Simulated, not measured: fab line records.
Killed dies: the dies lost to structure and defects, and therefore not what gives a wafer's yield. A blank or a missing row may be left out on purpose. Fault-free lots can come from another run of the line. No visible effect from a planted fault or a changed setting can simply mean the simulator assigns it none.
Problem report in the 8D (eight disciplines) form, filled by code + flow nand_harc + the parts of the form that need people (team, actions taken, sign-off) are left out

1. THE ISSUE
Mean of cd_nm at NHARC_A_M0_CD_MEAS_09: 76.2 nm across 6 wafers in 2 lots; on wafers with no fault it is 80.1 nm (standard deviation 0.58). That is -6.8 standard deviations from the usual mean.
The step: target cd 80 nm.
First observed at day 21 14:35: wafer L536.2, on cd_sem-03. The record holds 33 wafers of 11 lots with a number at this step. By rule, "out" or "out of limits" means more than 4 standard deviations away from the usual mean. The other wafers with a number count as sound.

2. WHAT THIS IS AND IS NOT
| question                    | is                     | is not                                                              |
|-----------------------------|------------------------|---------------------------------------------------------------------|
| which readings at this step | cd_nm                  | -                                                                   |
| which lots                  | L536, L537             | L520, L521, L523, L524, L527, L528, L529, L530, L542                |
| which wafers of those lots  | all that have a number | -                                                                   |
| read on which gauges        | cd_sem-01, cd_sem-03   | cd_sem-02                                                           |
| when                        | from day 21 14:35      | up to then (24 sound wafers); but 3 sound wafers of L542 came after |

3. SUSPECTS, AND WHAT RULES EACH OUT
Counting: any tool at a process step up to the reading is kept as a suspect provided that every lot that is out went through it and no sound lot did after the first of them.
- ruled out: the gauge at NHARC_A_M0_CD_MEAS_09. The wafers that are out were read on 2 gauges (cd_sem-01, cd_sem-03).
- arfi_scanner-02 at NHARC_A_M0_EXPOSE_06 (exposes mask A M0, target cd 80 nm): kept. All lots that are out passed through it, beginning with L536 at day 21 14:27, and no sound lot followed; its final sound lot before that point was L529 at day 19 17:43. Out on those wafers are its own readings of exposure_dose_mJ_cm2.
The count leaves arfi_scanner-02 at NHARC_A_M0_EXPOSE_06.

4. THE CAUSE (what the simulator had put in)
Process parameters drifting: arfi_scanner-02 at NHARC_A_M0_EXPOSE_06, beginning at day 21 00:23. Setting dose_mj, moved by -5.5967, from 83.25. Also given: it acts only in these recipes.
Only this tool survived the counting.

5. SEQUENCE OF EFFECTS, ordered by route
Each row: a reading where the mean over the struck wafers with a number is more than 3 standard deviations away from the usual. Scope: only readings with a usual standard deviation given in the record; hours: median across lots of the time from each lot's start at the first step in this table that gives one to its start at this step; sigmas: change in usual standard deviations.
| hours | step                  | reading              | usual   | on struck wafers | change | sigmas |
|-------|-----------------------|----------------------|---------|------------------|--------|--------|
| 0     | NHARC_A_M0_EXPOSE_06  | exposure_dose_mJ_cm2 | 83.24   | 78.23            | -5.01  | -61    |
| 0     | NHARC_A_M0_CD_MEAS_09 | cd_nm                | 80.1 nm | 76.2             | -3.9   | -6.8   |
Here are the process steps it includes:
- NHARC_A_M0_EXPOSE_06: exposes mask A M0, target cd 80 nm.

6. WHAT WOULD HAVE CAUGHT IT SOONER
In this record the first reading out of limits at a measuring or inspecting step was taken at day 21 14:35, 14 hours after the fault began at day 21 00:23.
Tool's own readings at NHARC_A_M0_EXPOSE_06, exposure_dose_mJ_cm2: out on all struck wafers the step has rows for; an alarm limit on them would have tripped on the first.
L537, from the lots that are out (2), started NHARC_A_M0_EXPOSE_06 on arfi_scanner-02 later than day 21 14:35. A tool hold placed at that time would have kept it from harm.
